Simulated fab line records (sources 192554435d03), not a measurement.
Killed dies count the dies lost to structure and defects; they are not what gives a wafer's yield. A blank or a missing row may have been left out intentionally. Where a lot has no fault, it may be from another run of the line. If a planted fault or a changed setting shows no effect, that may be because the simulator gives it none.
fab line records	flow n5-finfet
record lots=7	wafers=21
route steps=1938 shown BEOL_M2@890 BEOL_M3@963 BEOL_M4@1064 BEOL_M5@1120 BEOL_M6@1198 BEOL_M7@1302
start-h: the number of hours between the record's first day and the start of the first shown wafer of the lot	wait-h: time in hours since the lot's previous step	" as in the row above	L1.1+2: several wafers, shown together as one row	- no value, or no start given	* or withheld: withheld	< > ~ a bound
route shown NAME@n: NAME is a module with steps in the file, n the number in the route of the first one	usual: average and standard deviation across the fault-free wafers	same: alike in all rows	chamber/n: place in a boat	sites: the reading at each site	_std_site: how widely they spread, as a standard deviation	_edge_site: mean of outer sites minus mean of inner sites	radius-mm: how far each site lies from the wafer's centre	mask NAME#n: copy n	behind: tool/chamber where the wafer was last shaped	hold: what put the lot on hold/how long, in hours/how the hold closed	device: the n, p or np transistor that did not switch	end of line: tests of these same wafers at the route's end	a step with no rows: only its recipe	killed: at the first sort, the dies lost to defects and structure; wafer yield is something else	map: per-die view of a wafer (x killed, . not killed, _ where there is no die)
set.NAME: the run value of the setting; set.NAME@STEP: its run value at that earlier step	model.NAME: the simulator's own value behind a step, which no gauge read
lots with deliberately changed settings; one table per step, one row per wafer
## steps
# step N5_BEOL_M2_TRENCH_ETCH_37
# recipe chemistry=C4F6/O2	target-depth-a=555.55	target=SiOC	time-s=29.2	ion-energy-ev=250	pressure-mtorr=30	source-w=355	bias-w=185	Ar_flow_sccm=300	C4F6_flow_sccm=10	O2_flow_sccm=10
lot.wafer	tool	chamber	start-h	wait-h	set.time-s	model.BEOL_M2.feature-depth-nm	model.etch.depth-nm
L080.2	rie-diel-06	1	-	-	29.2	55.8	55.86
L080.4	"	3	"	"	34.33	65	64.99
L080.6	"	1	"	"	34.33	66.2	66.16
L082.1	rie-diel-06	1	-	-	33.88	64.8	64.8
L082.2	"	0	"	"	29.2	54.6	54.55
L082.3	"	3	"	"	33.88	64	64.07
L083.1	rie-diel-03	1	-	-	29.2	57.2	57.19
L083.2	"	3	"	"	29.2	56.2	56.24
L083.5	"	0	"	"	29.2	56.4	56.49
L086.1	rie-diel-03	0	-	-	29.2	55.6	55.57
L086.3	"	1	"	"	26.67	51.4	51.36
L086.6	"	2	"	"	26.67	50.4	50.34
L090.2	rie-diel-03	0	-	-	26.05	50.4	50.49
L090.4	"	2	"	"	26.05	50.6	50.52
L090.6	"	3	"	"	29.2	56.2	56.12
L091.2	rie-diel-05	1	-	-	29.2	55.6	55.5
L091.4	"	0	"	"	29.2	55.6	55.59
L091.6	"	0	"	"	29.2	55.8	55.73
L094.3	rie-diel-06	0	-	-	29.2	55.2	55.1
L094.5	"	3	"	"	29.2	54.2	54.18
L094.6	"	2	"	"	29.2	53.8	53.8
# step N5_BEOL_M2_ETCH_41
# recipe chemistry=CH3F/O2	target=SiCN	target-depth-a=299	taper-deg=2	time-s=52.5	ion-energy-ev=120	mask-material=TiN	pressure-mtorr=30	source-w=395	bias-w=75	Ar_flow_sccm=150	CH3F_flow_sccm=30	O2_flow_sccm=20
# step N5_BEOL_M2_STRIP_97
# recipe chemistry=N2/H2	time-s=10	power-w=450	temp-c=40	pressure-mtorr=20	rf-frequency-hz=6e+07	bias-power-w=7	n2-flow-sccm=200	h2-flow-sccm=200
# step N5_BEOL_M2_OCD_MEAS_38
# usual trench-depth-nm=55.7/1.2
lot.wafer	tool	chamber	start-h	wait-h	set.time-s@BEOL_M2_TRENCH_ETCH_37	trench-depth-nm
L080.2	ocd-01	-	179.22	-	29.2	55.9
L080.4	"	-	"	"	34.33	65.1
L080.6	"	-	"	"	34.33	66.0
L082.1	ocd-02	-	182.26	-	33.88	64.4
L082.2	"	-	"	"	29.2	54.7
L082.3	"	-	"	"	33.88	64.2
L083.1	ocd-01	-	186.31	-	29.2	57.3
L083.2	"	-	"	"	29.2	56.1
L083.5	"	-	"	"	29.2	55.8
L086.1	ocd-01	-	215.73	-	29.2	55.6
L086.3	"	-	"	"	26.67	51.2
L086.6	"	-	"	"	26.67	50.1
L090.2	ocd-01	-	233.03	-	26.05	50.4
L090.4	"	-	"	"	26.05	51.1
L090.6	"	-	"	"	29.2	56.0
L091.2	ocd-02	-	234.96	-	29.2	55.9
L091.4	"	-	"	"	29.2	56.0
L091.6	"	-	"	"	29.2	55.7
L094.3	ocd-01	-	259.99	-	29.2	55.0
L094.5	"	-	"	"	29.2	54.0
L094.6	"	-	"	"	29.2	53.5
# step N5_BEOL_M2_HM_STRIP_39
# recipe chemistry=peroxide-tin-strip	material=TiN	target-depth-a=250	temp-c=50	time-s=158
# step N5_BEOL_M2_SRD_40
# recipe time-s=30	temp-c=23	rinse-liquid=diw	dry=ipa-marangoni
# step N5_BEOL_M2_ECD_50
# recipe material=Cu	target-thk-a=3000
# step N5_BEOL_M2_ANNEAL_51
# recipe temp-c=225	time-s=90	ambient=N2
# step N5_BEOL_M2_CMP_52
# recipe stop-on=SiOC	t-overpolish-s=6.8	down-force-psi=1	platen-rpm=50	clearing-platen-down-force-psi=1.5	clearing-platen-rpm=50	post-cmp-clean=cu-alkaline	target-thk-nm=40	clearing-platen-pad-velocity-m-s=0.99484	pad-velocity-m-s=0.99484
lot.wafer	tool	chamber	start-h	wait-h	set.time-s@BEOL_M2_TRENCH_ETCH_37	model.Cu_of_BEOL_M2_ECD_50.thk-nm
L080.4	cmp-01	2	183.36	0.1	34.33	47.6
L080.2	"	0	"	"	29.2	40.8
L080.6	"	2	"	"	34.33	49.8
L082.1	cmp-01	0	186.33	0.3	33.88	49.6
L082.2	"	1	"	"	29.2	39.6
L082.3	"	2	"	"	33.88	47.4
L083.1	cmp-04	2	190.43	0.3	29.2	42
L083.2	"	3	"	"	29.2	40.4
L083.5	"	1	"	"	29.2	42.2
L086.1	cmp-03	0	221.22	0.5	29.2	38.6
L086.3	"	2	"	"	26.67	33.8
L086.6	"	1	"	"	26.67	35.6
L090.2+4	cmp-01	1,2	237.82	0.3	26.05	35.6
L090.6	"	3	"	"	29.2	40.6
L091.2	cmp-03	0	238.59	0.2	29.2	39.4
L091.4	"	2	"	"	29.2	39.2
L091.6	"	0	"	"	29.2	40.8
L094.3	cmp-03	3	264.12	0.3	29.2	36.6
L094.6	"	0	"	"	29.2	38.8
L094.5	"	1	"	"	29.2	41.2
# step N5_BEOL_M2_THK_MEAS_53
# recipe thk-meas-gauge=xrf	reads=Cu_of_BEOL_M2_ECD_50
# usual M2_THK=39.8/1.5
lot.wafer	tool	chamber	start-h	wait-h	set.time-s@BEOL_M2_TRENCH_ETCH_37	M2_THK[nm]
L080.2	film-metro-01	-	183.65	-	29.2	40.6
L080.4	"	-	"	"	34.33	47.4
L080.6	"	-	"	"	34.33	49.5
L082.1	film-metro-01	-	186.59	-	33.88	49.2
L082.2	"	-	"	"	29.2	39.5
L082.3	"	-	"	"	33.88	47.2
L083.1	film-metro-02	-	190.65	-	29.2	42.1
L083.2	"	-	"	"	29.2	40.5
L083.5	"	-	"	"	29.2	42.1
L086.1	film-metro-02	-	221.51	-	29.2	38.2
L086.3	"	-	"	"	26.67	33.5
L086.6	"	-	"	"	26.67	35.3
L090.2	film-metro-01	-	238.04	-	26.05	35.6
L090.4	"	-	"	"	26.05	35.6
L090.6	"	-	"	"	29.2	40.7
L091.2	film-metro-02	-	238.89	-	29.2	38.6
L091.4	"	-	"	"	29.2	38.5
L091.6	"	-	"	"	29.2	40.0
L094.3	film-metro-02	-	264.31	-	29.2	36.2
L094.5	"	-	"	"	29.2	40.7
L094.6	"	-	"	"	29.2	38.5
# step N5_BEOL_M2_PRE_CLEAN_60
# recipe gas=NH3/H2	time-s=15	temp-c=*	rf-power-w=300
# step N5_BEOL_M2_CO_CAP_55
# recipe material=Co	target-thk-a=20	temp-c=200	precursor=CCTBA/H2	pressure-torr=30	time-s=102.1
# step N5_BEOL_M2_PRE_CLEAN_56
# recipe gas=NH3	time-s=15	temp-c=withheld	rf-power-w=300
# step N5_BEOL_M2_DEP_57
# recipe material=SiCN	target-thk-a=80	temp-c=withheld	precursor=3MS/NH3	pressure-torr=3	rf-w=202	time-s=14
# step N5_BEOL_M2_RS_MEAS_58
# recipe thk-meas-gauge=four-point-probe	reads=Co_of_BEOL_M2_CO_CAP_55+Cu_of_BEOL_M2_ECD_50+Co_of_BEOL_M2_CVD_47+TaN_of_BEOL_M2_ALD_84
# usual M2_RS=0.67/0.032
lot.wafer	tool	chamber	start-h	wait-h	set.time-s@BEOL_M2_TRENCH_ETCH_37	M2_RS[ohm/sq]
L080.2	film-metro-01	-	183.91	0.1	29.2	0.65
L080.4	"	-	"	"	34.33	0.54
L080.6	"	-	"	"	34.33	0.51
L082.1	film-metro-01	-	186.92	0.0	33.88	0.51
L082.2	"	-	"	"	29.2	0.68
L082.3	"	-	"	"	33.88	0.54
L083.1	film-metro-02	-	190.91	0.0	29.2	0.63
L083.2	"	-	"	"	29.2	0.66
L083.5	"	-	"	"	29.2	0.63
L086.1	film-metro-01	-	221.77	0.0	29.2	0.70
L086.3	"	-	"	"	26.67	0.83
L086.6	"	-	"	"	26.67	0.78
L090.2	film-metro-01	-	238.30	0.1	26.05	0.78
L090.4	"	-	"	"	26.05	0.78
L090.6	"	-	"	"	29.2	0.66
L091.2	film-metro-02	-	239.15	0.1	29.2	0.68
L091.4	"	-	"	"	29.2	0.69
L091.6	"	-	"	"	29.2	0.65
L094.3	film-metro-01	-	264.57	0.1	29.2	0.75
L094.5	"	-	"	"	29.2	0.64
L094.6	"	-	"	"	29.2	0.69
# step N5_BEOL_M3_EXPOSE_25
# recipe mask-id=V2	na=0.33	source-shape=quasar	sigma-inner=0.2	sigma-outer=0.8	polarization=unpolarized	defocus-nm=5	dose-mj=63
lot.wafer	tool	chamber	start-h	wait-h	mask	set.dose-mj
L080.2+4+6	euv-scanner-02	0	187.16	-	V2#0	63
L082.1+2+3	euv-scanner-02	0	189.54	-	V2#0	63
L083.1+2	euv-scanner-02	0	193.27	-	V2#0	61.25
L083.5	"	0	"	"	V2#0	63
L086.1+3+6	euv-scanner-02	0	223.34	-	V2#0	65.15
L090.2+6	euv-scanner-01	0	239.88	-	V2#0	58.88
L090.4	"	0	"	"	V2#0	63
L091.2+4+6	euv-scanner-01	0	240.57	-	V2#0	63
L094.3+5+6	euv-scanner-02	0	267.56	-	V2#0	63
# step N5_BEOL_M3_PEB_26
# recipe peb-temp-c=100	peb-time-s=60	resist=CAR-EUV
# step N5_BEOL_M3_DEVELOP_27
# recipe develop-time-s=30	developer=TMAH	resist=CAR-EUV	rinse-liquid=surfactant-rinse	dry=air-spin	dev-temp-c=23
# step N5_BEOL_M3_CD_MEAS_28
# recipe target-cd-nm=25.7	landing-energy-ev=500	detector=se-inlens	target-cd-y-nm=23.3	polarity=opening
# usual cd-nm=25.80/0.24
lot.wafer	tool	chamber	start-h	wait-h	set.dose-mj@BEOL_M3_EXPOSE_25	cd-nm
L080.2	cd-sem-02	0	187.30	-	63	25.64
L080.4	"	0	"	"	63	26.12
L080.6	"	0	"	"	63	25.76
L082.1	cd-sem-02	0	189.68	-	63	25.64
L082.2	"	0	"	"	63	25.81
L082.3	"	0	"	"	63	26.02
L083.1	cd-sem-03	0	193.42	-	61.25	25.08
L083.2	"	0	"	"	61.25	25.09
L083.5	"	0	"	"	63	26.01
L086.1	cd-sem-02	0	223.49	-	65.15	26.36
L086.3	"	0	"	"	65.15	26.29
L086.6	"	0	"	"	65.15	26.05
L090.2	cd-sem-03	0	240.02	-	58.88	24.64
L090.4	"	0	"	"	63	26.32
L090.6	"	0	"	"	58.88	24.69
L091.2	cd-sem-01	0	240.71	-	63	25.53
L091.4	"	0	"	"	63	25.93
L091.6	"	0	"	"	63	25.82
L094.3	cd-sem-03	0	267.69	-	63	25.71
L094.5	"	0	"	"	63	25.35
L094.6	"	0	"	"	63	25.38
# step N5_BEOL_M4_ETCH_70
# recipe chemistry=N2/H2	target=SOC	target-depth-a=800	overetch-a=240	mask-material=SiARC	temp-c=40	time-s=130	ion-energy-ev=200	pressure-mtorr=30	source-w=840	bias-w=150	n2-flow-sccm=200	h2-flow-sccm=200
lot.wafer	tool	chamber	start-h	wait-h	set.time-s	model.SiARC_of_BEOL_M4_COAT_68.thk-nm
L080.2	rie-diel-06	2	197.78	0.0	115.5	6.8
L080.4	"	0	"	"	115.5	6.6
L080.6	"	1	"	"	130	5.8
L082.1	rie-diel-03	1	198.03	0.0	146	4.6
L082.2	"	3	"	"	146	5
L082.3	"	0	"	"	130	5.6
L083.1	rie-diel-06	2	210.26	0.0	130	6.2
L083.2	"	3	"	"	114	6.6
L083.5	"	0	"	"	130	6
L086.1	rie-diel-05	2	237.52	0.0	150.2	4.6
L086.3	"	3	"	"	130	5.4
L086.6	"	1	"	"	130	6
L090.2	rie-diel-03	3	257.95	0.0	130	5.8
L090.4+6	"	1,2	"	"	130	5.6
L091.2+4+6	rie-diel-03	1,2,2	259.63	0.0	130	5.6
L094.3	rie-diel-06	2	277.81	0.0	130	6.2
L094.5	"	1	"	"	130	5.8
L094.6	"	2	"	"	130	6
# step N5_BEOL_M5_COAT_05
# recipe resist=CAR-EUV	spin-rpm=1500	resist-thk-nm=30
lot.wafer	tool	chamber	start-h	wait-h	set.spin-rpm	model.CAR-EUV_of_BEOL_M5_COAT_05.thk-nm
L080.2+4+6	litho-track-02	0	-	-	1500	30
L082.1	litho-track-02	0	-	-	1500	30.2
L082.2	"	0	"	"	1653	28.6
L082.3	"	0	"	"	1653	28.8
L083.1+2+5	litho-track-03	0	-	-	1500	30
L086.1+3+6	litho-track-05	0	-	-	1413	31
L090.2+6	litho-track-02	0	-	-	1500	30
L090.4	"	0	"	"	1338	31.8
L091.2	litho-track-05	0	-	-	1500	30
L091.4+6	"	0	"	"	1500	29.8
L094.3+5	litho-track-03	0	-	-	1500	30
L094.6	"	0	"	"	1500	30.2
# step N5_BEOL_M5_EBR_07
# recipe solvent=PGMEA	ebr-width-mm=1.5
# step N5_BEOL_M5_SOFTBAKE_06
# recipe temp-c=110	time-s=60	resist=CAR-EUV
# step N5_BEOL_M5_EXPOSE_08
# recipe mask-id=M5	na=0.33	source-shape=annular	sigma-inner=0.4	sigma-outer=0.8	polarization=unpolarized	target-cd-nm=28	dose-mj=35.75
# step N5_BEOL_M5_PEB_09
# recipe peb-temp-c=100	peb-time-s=60	resist=CAR-EUV
# step N5_BEOL_M5_DEVELOP_10
# recipe develop-time-s=30	developer=TMAH	resist=CAR-EUV	rinse-liquid=surfactant-rinse	dry=air-spin	dev-temp-c=23
lot.wafer	tool	chamber	start-h	wait-h	set.spin-rpm@BEOL_M5_COAT_05	model.CAR-EUV_of_BEOL_M5_COAT_05.thk-nm
L080.2+6	litho-track-05	0	-	-	1500	29.6
L080.4	"	0	"	"	1500	29.4
L082.1	litho-track-05	0	-	-	1500	29.6
L082.2+3	"	0	"	"	1653	28.2
L083.1	litho-track-05	0	-	-	1500	29.4
L083.2+5	"	0	"	"	1500	29.6
L086.1+3+6	litho-track-03	0	-	-	1413	30.6
L090.2+6	litho-track-03	0	-	-	1500	29.6
L090.4	"	0	"	"	1338	31.4
L091.2+4+6	litho-track-05	0	-	-	1500	29.4
L094.3+5+6	litho-track-03	0	-	-	1500	29.6
# step N5_BEOL_M5_ETCH_72
# recipe chemistry=N2/H2	target=underlayer	target-depth-a=65	mask-material=CAR-EUV	time-s=5.2	ion-energy-ev=200	pressure-mtorr=30	source-w=840	bias-w=150	n2-flow-sccm=200	h2-flow-sccm=200	ends=cleared
# usual rf-vpp-V=524.4/2.7
lot.wafer	tool	chamber	start-h	wait-h	set.bias-w	rf-vpp-V
L080.2	rie-diel-01	2	206.38	0.0	150	524.8
L080.4	"	3	"	"	150	527.3
L080.6	"	2	"	"	150	523.2
L082.1	rie-diel-01	0	206.78	0.0	139.6	503.1
L082.2	"	1	"	"	150	521.6
L082.3	"	2	"	"	150	525.3
L083.1	rie-diel-01	3	221.68	0.0	173.6	578.3
L083.2	"	1	"	"	150	522.3
L083.5	"	2	"	"	150	526.5
L086.1	rie-diel-02	3	244.68	0.0	150	521.2
L086.3	"	1	"	"	171	568.7
L086.6	"	3	"	"	171	568.7
L090.2	rie-diel-01	0	266.74	0.0	174.8	578.7
L090.4	"	1	"	"	174.8	576.3
L090.6	"	2	"	"	174.8	579.2
L091.2	rie-diel-02	2	267.04	0.0	150	524.8
L091.4	"	3	"	"	150	521.0
L091.6	"	2	"	"	150	522.4
L094.3	rie-diel-02	1	287.20	0.0	133	487.1
L094.5	"	0	"	"	150	525.8
L094.6	"	1	"	"	150	527.4
# step N5_BEOL_M6_HM_DEP_02
# recipe material=TiN	target-thk-a=200	temp-c=25	chamber-pressure-pa=0.49996
lot.wafer	tool	chamber	start-h	wait-h	set.target-thk-a	model.TiN_of_BEOL_M6_HM_DEP_02.thk-nm
L080.2+4+6	pvd-sputter-03	-	220.56	1.8	200	19.8
L082.1	pvd-sputter-03	-	220.66	1.6	200	19.8
L082.2	"	-	"	"	200	20.4
L082.3	"	-	"	"	219.7	22
L083.1	pvd-sputter-02	-	231.89	1.2	200	20.2
L083.2	"	-	"	"	192.7	19.4
L083.5	"	-	"	"	200	20
L086.1+6	pvd-sputter-01	-	254.64	0.4	200	20
L086.3	"	-	"	"	222.4	22.6
L091.2+4	pvd-sputter-02	-	280.89	1.7	200	20
L091.6	"	-	"	"	200	20.2
L090.2	pvd-sputter-02	-	281.09	1.8	208.3	20.6
L090.4+6	"	-	"	"	200	20
L094.3	pvd-sputter-03	-	296.89	0.3	200	19.6
L094.5	"	-	"	"	200	20.2
L094.6	"	-	"	"	193	19
# step N5_BEOL_M6_COAT_59
# recipe resist=SOC	temp-c=250	time-s=60	spin-rpm=1500	resist-thk-nm=100
# step N5_BEOL_M6_COAT_60
# recipe resist=SiARC	temp-c=220	time-s=60	spin-rpm=1500	resist-thk-nm=35
# step N5_BEOL_M6_STRIP_68
# recipe chemistry=N2/H2	temp-c=40	n2-flow-sccm=200	h2-flow-sccm=200	rf-frequency-hz=6e+07
# step N5_BEOL_M6_STRIP_67
# recipe chemistry=CF4	resist=SiARC	power-w=300	bias-power-w=75	pressure-mtorr=50	cf4-flow-sccm=150	rf-frequency-hz=6e+07
# step N5_BEOL_M6_HM_OPEN_17
# recipe chemistry=Cl2/BCl3	target-depth-a=200	overetch-a=60	target=TiN	mask-material=SOC	ion-energy-ev=150	pressure-mtorr=10	icp-w=1000	bias-w=126	Cl2_flow_sccm=53.25	bcl3-flow-sccm=21.75	Ar_flow_sccm=25
lot.wafer	tool	chamber	start-h	wait-h	set.target-thk-a@BEOL_M6_HM_DEP_02	model.etch.depth-nm
L080.2+4	rie-metal-02	1	221.46	0.1	200	19.74
L080.6	"	1	"	"	200	19.75
L082.1	rie-metal-01	1	221.59	0.0	200	19.78
L082.2	"	0	"	"	200	20.42
L082.3	"	0	"	"	219.7	22.1
L083.1	rie-metal-03	1	232.65	0.0	200	20.21
L083.2	"	0	"	"	192.7	19.39
L083.5	"	1	"	"	200	19.93
L086.1	rie-metal-03	1	255.50	0.0	200	19.93
L086.3	"	1	"	"	222.4	22.53
L086.6	"	1	"	"	200	20.06
L091.2+4	rie-metal-02	1	282.46	0.1	200	19.99
L091.6	"	1	"	"	200	20.25
L090.2	rie-metal-03	0	282.61	0.0	208.3	20.69
L090.4	"	0	"	"	200	19.99
L090.6	"	0	"	"	200	20.07
L094.3	rie-metal-03	1	298.16	0.1	200	19.67
L094.5	"	0	"	"	200	20.12
L094.6	"	1	"	"	193	19.01
# step N5_BEOL_M6_TRENCH_ETCH_37
# recipe chemistry=C4F6/O2	target-depth-a=944.35	target=SiCOH_lowk	time-s=31.5	ion-energy-ev=250	pressure-mtorr=30	source-w=345	bias-w=185	Ar_flow_sccm=300	C4F6_flow_sccm=10	O2_flow_sccm=10
# usual rf-vpp-V=667/12
lot.wafer	tool	chamber	start-h	wait-h	set.bias-w	set.target-thk-a@BEOL_M6_HM_DEP_02	rf-vpp-V	model.TiN_of_BEOL_M6_HM_DEP_02.thk-nm
L080.2	rie-diel-03	3	-	-	172.1	200	632	17.2
L080.4	"	2	"	"	185	200	662	17
L080.6	"	1	"	"	185	200	687	17
L082.1	rie-diel-06	2	-	-	185	200	654	17.2
L082.2	"	3	"	"	185	200	664	17.8
L082.3	"	1	"	"	201.7	219.7	707	19.2
L083.1	rie-diel-05	3	-	-	185	200	677	17.4
L083.2	"	1	"	"	185	192.7	663	16.8
L083.5	"	3	"	"	185	200	676	17
L086.1	rie-diel-06	0	-	-	185	200	682	17.2
L086.3	"	1	"	"	185	222.4	660	19.8
L086.6	"	2	"	"	185	200	656	17.4
L091.2	rie-diel-03	3	-	-	185	200	671	17.2
L091.4	"	2	"	"	185	200	661	17.2
L091.6	"	0	"	"	185	200	659	17.4
L090.2	rie-diel-03	3	-	-	157.8	208.3	590	18.2
L090.4	"	2	"	"	157.8	200	583	17.4
L090.6	"	0	"	"	185	200	661	17.4
L094.3	rie-diel-03	0	-	-	173.2	200	630	17
L094.5	"	2	"	"	173.2	200	629	17.4
L094.6	"	1	"	"	173.2	193	652	16.4
# step N5_BEOL_M7_ETCH_66
# recipe chemistry=N2/H2	target=SOC	target-depth-a=800	overetch-a=160	mask-material=SiARC	temp-c=40	time-s=120	ion-energy-ev=200	pressure-mtorr=30	source-w=840	bias-w=150	n2-flow-sccm=200	h2-flow-sccm=200
# usual rf-vpp-V=524.3/2.7
lot.wafer	tool	chamber	start-h	wait-h	set.bias-w	rf-vpp-V	model.SiARC_of_BEOL_M7_COAT_64.thk-nm
L080.2	rie-diel-04	3	229.07	0.0	150	520.8	6.6
L080.4	"	1	"	"	167.8	564.0	5.4
L080.6	"	0	"	"	150	521.9	6.4
L082.1	rie-diel-01	2	231.30	0.0	150	522.6	6.6
L082.2	"	1	"	"	150	523.9	6
L082.3	"	3	"	"	150	526.0	6.4
L083.1	rie-diel-01	2	242.74	0.0	150	523.1	6.6
L083.2	"	0	"	"	150	528.0	6.2
L083.5	"	2	"	"	150	524.0	6.6
L086.1	rie-diel-01	3	266.03	0.0	150	526.0	6.4
L086.3	"	1	"	"	150	522.0	5.8
L086.6	"	0	"	"	150	528.1	6.2
L091.2	rie-diel-04	1	293.21	0.0	150	525.4	6.2
L091.4	"	3	"	"	150	521.3	6.4
L091.6	"	3	"	"	150	521.0	6.4
L090.2	rie-diel-04	1	293.78	0.0	150	524.8	6.4
L090.4	"	2	"	"	163.7	557.9	5.6
L090.6	"	2	"	"	150	528.7	6.2
L094.3	rie-diel-04	0	307.81	0.0	150	522.9	6.2
L094.5	"	0	"	"	131.4	478.6	7.2
L094.6	"	1	"	"	131.4	483.6	7.2
## key
split step=N5_BEOL_M2_TRENCH_ETCH_37	setting=time-s	stated=29.2	by=wafer
response step=N5_BEOL_M2_TRENCH_ETCH_37	reading=model.BEOL_M2.feature-depth-nm	change=+0.57	per=1%	r=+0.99
response step=N5_BEOL_M2_TRENCH_ETCH_37	reading=model.etch.depth-nm	change=+0.569	per=1%	r=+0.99
response step=N5_BEOL_M2_OCD_MEAS_38	reading=trench-depth-nm	change=+0.558	per=1%	r=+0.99
response step=N5_BEOL_M2_CMP_52	reading=model.Cu_of_BEOL_M2_ECD_50.thk-nm	change=+0.488	per=1%	r=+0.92
response step=N5_BEOL_M2_THK_MEAS_53	reading=M2_THK	change=+0.483	per=1%	r=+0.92
response step=N5_BEOL_M2_RS_MEAS_58	reading=M2_RS	change=-0.00925	per=1%	r=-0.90
split step=N5_BEOL_M3_EXPOSE_25	setting=dose-mj	stated=63	by=wafer
response step=N5_BEOL_M3_CD_MEAS_28	reading=cd-nm	change=+0.265	per=1%	r=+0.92
split step=N5_BEOL_M4_ETCH_70	setting=time-s	stated=130	by=wafer
response step=N5_BEOL_M4_ETCH_70	reading=model.SiARC_of_BEOL_M4_COAT_68.thk-nm	change=-0.0645	per=1%	r=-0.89
split step=N5_BEOL_M5_COAT_05	setting=spin-rpm	stated=1500	by=wafer
response step=N5_BEOL_M5_COAT_05	reading=model.CAR-EUV_of_BEOL_M5_COAT_05.thk-nm	change=-0.157	per=1%	r=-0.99
response step=N5_BEOL_M5_DEVELOP_10	reading=model.CAR-EUV_of_BEOL_M5_COAT_05.thk-nm	change=-0.153	per=1%	r=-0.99
split step=N5_BEOL_M5_ETCH_72	setting=bias-w	stated=150	by=wafer
response step=N5_BEOL_M5_ETCH_72	reading=rf-vpp-V	change=+3.39	per=1%	r=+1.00
split step=N5_BEOL_M6_HM_DEP_02	setting=target-thk-a	stated=200	by=wafer
response step=N5_BEOL_M6_HM_DEP_02	reading=model.TiN_of_BEOL_M6_HM_DEP_02.thk-nm	change=+0.211	per=1%	r=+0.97
response step=N5_BEOL_M6_HM_OPEN_17	reading=model.etch.depth-nm	change=+0.212	per=1%	r=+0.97
response step=N5_BEOL_M6_TRENCH_ETCH_37	reading=model.TiN_of_BEOL_M6_HM_DEP_02.thk-nm	change=+0.197	per=1%	r=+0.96
split step=N5_BEOL_M6_TRENCH_ETCH_37	setting=bias-w	stated=185	by=wafer
response step=N5_BEOL_M6_TRENCH_ETCH_37	reading=rf-vpp-V	change=+5.27	per=1%	r=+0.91
split step=N5_BEOL_M7_ETCH_66	setting=bias-w	stated=150	by=wafer
response step=N5_BEOL_M7_ETCH_66	reading=rf-vpp-V	change=+3.46	per=1%	r=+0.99
response step=N5_BEOL_M7_ETCH_66	reading=model.SiARC_of_BEOL_M7_COAT_64.thk-nm	change=-0.0843	per=1%	r=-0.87
